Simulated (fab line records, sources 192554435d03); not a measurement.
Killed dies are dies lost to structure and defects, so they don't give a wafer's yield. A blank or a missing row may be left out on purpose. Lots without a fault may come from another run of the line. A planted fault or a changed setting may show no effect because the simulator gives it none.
Which tool did it? | flow n5_finfet | 21 lots, 63 wafers sampled, at 4 steps of a route of 1938

WHAT THE GAUGES READ, wafer by wafer
N5_BEOL_M13_RS_MEAS_54: measures by four-point-probe. Usual: M13_RS 0.0451 ohm/sq, standard deviation 0.00074.
lot  | measured     | on            | M13_RS (ohm/sq)      | flag
L075 | day 11 08:59 | film_metro-01 | 0.0455 0.0442 0.0456 |
L077 | day 11 14:38 | film_metro-02 | 0.0446 0.0448 0.0450 |
L076 | day 11 14:21 | film_metro-01 | 0.0448 0.0450 0.0447 |
L078 | day 12 16:09 | film_metro-01 | 0.0455 0.0455 0.0438 |
L079 | day 12 16:14 | film_metro-01 | 0.0462 0.0459 0.0455 |
L081 | day 12 22:42 | film_metro-01 | 0.0455 0.0455 0.0444 |
L082 | day 13 07:50 | film_metro-02 | 0.0453 0.0449 0.0458 |
L080 | day 13 15:28 | film_metro-02 | 0.0451 0.0452 0.0449 |
L083 | day 13 18:40 | film_metro-02 | 0.0465 0.0448 0.0452 |
L086 | day 13 23:25 | film_metro-02 | 0.0439 0.0446 0.0445 |
L085 | day 14 04:07 | film_metro-02 | 0.0452 0.0445 0.0457 |
L084 | day 14 05:17 | film_metro-01 | 0.0459 0.0454 0.0452 |
L087 | day 14 11:26 | film_metro-02 | 0.0454 0.0440 0.0454 |
L088 | day 14 11:40 | film_metro-02 | 0.0443 0.0433 0.0445 |
L089 | day 15 00:16 | film_metro-02 | 0.0447 0.0430 0.0447 |
L090 | day 15 03:37 | film_metro-01 | 0.0458 0.0435 0.0445 |
L092 | day 15 09:17 | film_metro-02 | 0.0436 0.0438 0.0451 |
L093 | day 15 21:23 | film_metro-02 | 0.0435 0.0449 0.0440 |
L094 | day 16 06:59 | film_metro-01 | 0.0452 0.0453 0.0456 |
L096 | day 16 22:22 | film_metro-02 | 0.0457 0.0465 0.0464 |
L097 | day 17 18:08 | film_metro-01 | 0.0443 0.0456 0.0462 |

WHICH TOOL RAN EACH LOT (tool, then ch and the chambers of the sampled wafers, then the start)
lot  | N5_BEOL_M12_ANNEAL_48            | N5_BEOL_M13_DESCUM_33              | N5_BEOL_M13_TRENCH_ETCH_34
L075 | rtp_anneal-02 ch 0, day 11 01:28 | rie_diel-06 ch 0,3, day 11 04:22   | rie_diel-06 ch 0,3, day 11 04:46
L077 | rtp_anneal-02 ch 0, day 11 04:32 | rie_diel-05 ch 0,1,2, day 11 07:09 | rie_diel-05 ch 0,1,2, day 11 07:34
L076 | rtp_anneal-01 ch 0, day 11 07:50 | rie_diel-01 ch 0,2, day 11 10:07   | rie_diel-01 ch 0,2, day 11 10:32
L078 | rtp_anneal-01 ch 0, day 12 10:42 | rie_diel-01 ch 0,1, day 12 13:16   | rie_diel-01 ch 0,1, day 12 13:40
L079 | rtp_anneal-02 ch 0, day 12 11:34 | rie_diel-05 ch 1,2, day 12 13:58   | rie_diel-05 ch 1,2, day 12 14:22
L081 | rtp_anneal-02 ch 0, day 12 16:08 | rie_diel-06 ch 1,2,3, day 12 18:35 | rie_diel-06 ch 1,2,3, day 12 18:59
L082 | rtp_anneal-02 ch 0, day 13 00:33 | rie_diel-06 ch 0,1,3, day 13 03:35 | rie_diel-06 ch 0,1,3, day 13 03:59
L080 | rtp_anneal-01 ch 0, day 13 09:47 | rie_diel-01 ch 0,3, day 13 12:05   | rie_diel-01 ch 0,3, day 13 12:29
L083 | rtp_anneal-02 ch 0, day 13 12:18 | rie_diel-06 ch 0,1,3, day 13 14:41 | rie_diel-06 ch 0,1,3, day 13 15:05
L086 | rtp_anneal-01 ch 0, day 13 18:04 | rie_diel-01 ch 1,2,3, day 13 20:20 | rie_diel-01 ch 1,2,3, day 13 20:44
L085 | rtp_anneal-02 ch 0, day 13 21:32 | rie_diel-06 ch 0,1,3, day 13 23:53 | rie_diel-06 ch 0,1,3, day 14 00:17
L084 | rtp_anneal-01 ch 0, day 13 23:27 | rie_diel-05 ch 1,2,3, day 14 01:44 | rie_diel-05 ch 1,2,3, day 14 02:09
L087 | rtp_anneal-02 ch 0, day 14 03:42 | rie_diel-01 ch 1,2,3, day 14 06:35 | rie_diel-01 ch 1,2,3, day 14 06:59
L088 | rtp_anneal-01 ch 0, day 14 05:51 | rie_diel-05 ch 0,3, day 14 08:07   | rie_diel-05 ch 0,3, day 14 08:31
L089 | rtp_anneal-02 ch 0, day 14 18:08 | rie_diel-05 ch 1,2,3, day 14 20:32 | rie_diel-05 ch 1,2,3, day 14 20:56
L090 | rtp_anneal-01 ch 0, day 14 19:26 | rie_diel-01 ch 0,1,2, day 14 23:13 | rie_diel-01 ch 0,1,2, day 14 23:37
L092 | rtp_anneal-01 ch 0, day 15 02:45 | rie_diel-05 ch 2,3, day 15 06:03   | rie_diel-05 ch 2,3, day 15 06:28
L093 | rtp_anneal-01 ch 0, day 15 13:06 | rie_diel-05 ch 2,3, day 15 15:57   | rie_diel-05 ch 2,3, day 15 16:21
L094 | rtp_anneal-02 ch 0, day 15 22:44 | rie_diel-05 ch 1,2, day 16 01:25   | rie_diel-05 ch 1,2, day 16 01:49
L096 | rtp_anneal-02 ch 0, day 16 16:12 | rie_diel-06 ch 0,1,2, day 16 18:41 | rie_diel-06 ch 0,1,2, day 16 19:05
L097 | rtp_anneal-01 ch 0, day 17 10:31 | rie_diel-06 ch 1,3, day 17 12:56   | rie_diel-06 ch 1,3, day 17 13:20
- N5_BEOL_M12_ANNEAL_48: time 90 s.
- N5_BEOL_M13_DESCUM_33: chemistry O2, time 7.9 s.
- N5_BEOL_M13_TRENCH_ETCH_34: etches SiOC in C4F8/O2/Ar, target depth 413.47 nm, time 162.6 s.

WHAT THE TOOLS THEMSELVES READ (means of the sampled wafers that have a number; where no wafer has one, the mark that the record gives instead)
N5_BEOL_M12_ANNEAL_48. Usual: wafer_temp_C_max 225.71, standard deviation 0.22.
lot  | tool          | wafer_temp_C_max | flag
L075 | rtp_anneal-02 | 225.68           |
L077 | rtp_anneal-02 | 225.63           |
L076 | rtp_anneal-01 | 225.63           |
L078 | rtp_anneal-01 | 225.83           |
L079 | rtp_anneal-02 | 225.98           |
L081 | rtp_anneal-02 | 225.72           |
L082 | rtp_anneal-02 | 225.61           |
L080 | rtp_anneal-01 | 225.84           |
L083 | rtp_anneal-02 | 225.61           |
L086 | rtp_anneal-01 | 225.52           |
L085 | rtp_anneal-02 | 225.78           |
L084 | rtp_anneal-01 | 225.91           |
L087 | rtp_anneal-02 | 225.56           |
L088 | rtp_anneal-01 | 225.92           |
L089 | rtp_anneal-02 | 225.68           |
L090 | rtp_anneal-01 | 225.66           |
L092 | rtp_anneal-01 | 225.40           |
L093 | rtp_anneal-01 | 225.78           |
L094 | rtp_anneal-02 | 225.61           |
L096 | rtp_anneal-02 | 226.18           |
L097 | rtp_anneal-01 | 225.59           |

N5_BEOL_M13_DESCUM_33. Usual: bias_power_w 20.01 W, standard deviation 0.064; drypump_motor_current_A 5.60 A, standard deviation 0.29; oes_product_au 0.79 a.u., standard deviation 0.09; rf_vpp_V 243.3 V, standard deviation 1.1; showerhead_plenum_p_Torr 2.10 Torr, standard deviation 0.043; throttle_valve_pct 20.38 %, standard deviation 0.18.
lot  | tool        | bias_power_w (W) | drypump_motor_current_A (A) | oes_product_au (a.u.) | rf_vpp_V (V) | showerhead_plenum_p_Torr (Torr) | throttle_valve_pct (%) | flag
L075 | rie_diel-06 | 19.99            | 5.64                        | 0.74                  | 243.4        | 2.10                            | 20.37                  |
L077 | rie_diel-05 | 19.99            | 5.63                        | 0.78                  | 243.9        | 2.13                            | 20.31                  |
L076 | rie_diel-01 | 20.02            | 5.81                        | 0.79                  | 243.4        | 2.12                            | 20.53                  |
L078 | rie_diel-01 | 20.09            | 6.04                        | 0.86                  | 243.4        | 2.16                            | 20.60                  |
L079 | rie_diel-05 | 19.98            | 5.38                        | 0.78                  | 244.1        | 2.11                            | 20.30                  |
L081 | rie_diel-06 | 19.99            | 5.38                        | 0.80                  | 242.4        | 2.08                            | 20.38                  |
L082 | rie_diel-06 | 20.02            | 5.49                        | 0.81                  | 242.9        | 2.09                            | 20.28                  |
L080 | rie_diel-01 | 20.02            | 5.85                        | 0.75                  | 244.1        | 2.14                            | 20.28                  |
L083 | rie_diel-06 | 19.94            | 5.48                        | 0.79                  | 242.9        | 2.09                            | 20.28                  |
L086 | rie_diel-01 | 20.03            | 5.65                        | 0.86                  | 243.3        | 2.12                            | 20.33                  |
L085 | rie_diel-06 | 19.96            | 5.47                        | 0.79                  | 243.2        | 2.09                            | 20.29                  |
L084 | rie_diel-05 | 20.00            | 5.47                        | 0.86                  | 243.1        | 2.09                            | 20.34                  |
L087 | rie_diel-01 | 20.04            | 5.65                        | 0.84                  | 243.9        | 2.12                            | 20.34                  |
L088 | rie_diel-05 | 19.98            | 5.85                        | 0.81                  | 243.2        | 2.13                            | 20.35                  |
L089 | rie_diel-05 | 20.01            | 5.46                        | 0.83                  | 243.2        | 2.09                            | 20.33                  |
L090 | rie_diel-01 | 20.01            | 5.76                        | 0.87                  | 242.9        | 2.12                            | 20.51                  |
L092 | rie_diel-05 | 20.07            | 5.54                        | 0.88                  | 242.8        | 2.07                            | 20.36                  |
L093 | rie_diel-05 | 20.00            | 5.53                        | 0.87                  | 242.7        | 2.07                            | 20.37                  |
L094 | rie_diel-05 | 19.97            | 5.47                        | 0.77                  | 243.8        | 2.09                            | 20.37                  |
L096 | rie_diel-06 | 20.12            | 5.56                        | 0.73                  | 243.2        | 2.11                            | 20.38                  |
L097 | rie_diel-06 | 20.03            | 5.29                        | 0.82                  | 243.6        | 2.08                            | 20.22                  |

N5_BEOL_M13_TRENCH_ETCH_34. Usual: drypump_motor_current_A 5.61 A, standard deviation 0.29; he_inner_torr 15.00 Torr, standard deviation 0.031; oes_product_au 0.80 a.u., standard deviation 0.09; rf_vpp_V 665.8 V, standard deviation 2.1; showerhead_plenum_p_Torr 3.43 Torr, standard deviation 0.073; throttle_valve_pct 24.14 %, standard deviation 0.17.
lot  | tool        | drypump_motor_current_A (A) | he_inner_torr (Torr) | oes_product_au (a.u.) | rf_vpp_V (V) | showerhead_plenum_p_Torr (Torr) | throttle_valve_pct (%) | flag
L075 | rie_diel-06 | 5.66                        | 15.01                | 0.75                  | 667.1        | 3.45                            | 24.26                  |
L077 | rie_diel-05 | 5.62                        | 15.00                | 0.78                  | 667.4        | 3.48                            | 24.08                  |
L076 | rie_diel-01 | 5.81                        | 15.00                | 0.80                  | 665.9        | 3.42                            | 24.10                  |
L078 | rie_diel-01 | 6.05                        | 15.01                | 0.88                  | 667.5        | 3.45                            | 24.09                  |
L079 | rie_diel-05 | 5.37                        | 15.01                | 0.79                  | 666.4        | 3.42                            | 23.94                  |
L081 | rie_diel-06 | 5.40                        | 15.00                | 0.80                  | 665.4        | 3.40                            | 24.19                  |
L082 | rie_diel-06 | 5.49                        | 15.00                | 0.79                  | 666.0        | 3.45                            | 24.17                  |
L080 | rie_diel-01 | 5.86                        | 15.01                | 0.75                  | 667.6        | 3.48                            | 24.01                  |
L083 | rie_diel-06 | 5.46                        | 15.01                | 0.79                  | 666.1        | 3.44                            | 24.18                  |
L086 | rie_diel-01 | 5.65                        | 14.99                | 0.86                  | 666.1        | 3.44                            | 24.03                  |
L085 | rie_diel-06 | 5.50                        | 14.98                | 0.79                  | 666.4        | 3.44                            | 24.17                  |
L084 | rie_diel-05 | 5.46                        | 15.00                | 0.84                  | 665.4        | 3.40                            | 24.06                  |
L087 | rie_diel-01 | 5.66                        | 15.01                | 0.85                  | 665.6        | 3.44                            | 24.04                  |
L088 | rie_diel-05 | 5.89                        | 15.06                | 0.81                  | 666.8        | 3.49                            | 24.19                  |
L089 | rie_diel-05 | 5.47                        | 14.98                | 0.84                  | 665.7        | 3.40                            | 24.06                  |
L090 | rie_diel-01 | 5.76                        | 15.02                | 0.88                  | 665.7        | 3.42                            | 24.10                  |
L092 | rie_diel-05 | 5.56                        | 15.02                | 0.89                  | 665.0        | 3.38                            | 24.16                  |
L093 | rie_diel-05 | 5.55                        | 14.99                | 0.88                  | 664.3        | 3.38                            | 24.17                  |
L094 | rie_diel-05 | 5.45                        | 14.96                | 0.77                  | 665.6        | 3.42                            | 24.14                  |
L096 | rie_diel-06 | 5.56                        | 15.02                | 0.73                  | 665.7        | 3.46                            | 24.23                  |
L097 | rie_diel-06 | 5.31                        | 15.01                | 0.82                  | 664.8        | 3.42                            | 24.11                  |

THE ANSWER, worked out from the rows above alone
Rule: a lot is off if the mean of its wafers that have a number lies more than 3 standard deviations from the usual mean. A lot without any number at a reading at which 4 lots or more have one is off too. The other lots that the step has rows for count as sound. The gauges are gone through in route order, then the tools' own readings, and for those a lot's mean is taken as printed above. The first step at which some lot is off is used, and at that step the reading that is off furthest; a lot without a number counts as furthest.
No lot is off at any reading shown: from this, nothing can be told.

WHAT THE SIMULATOR HAD PUT IN
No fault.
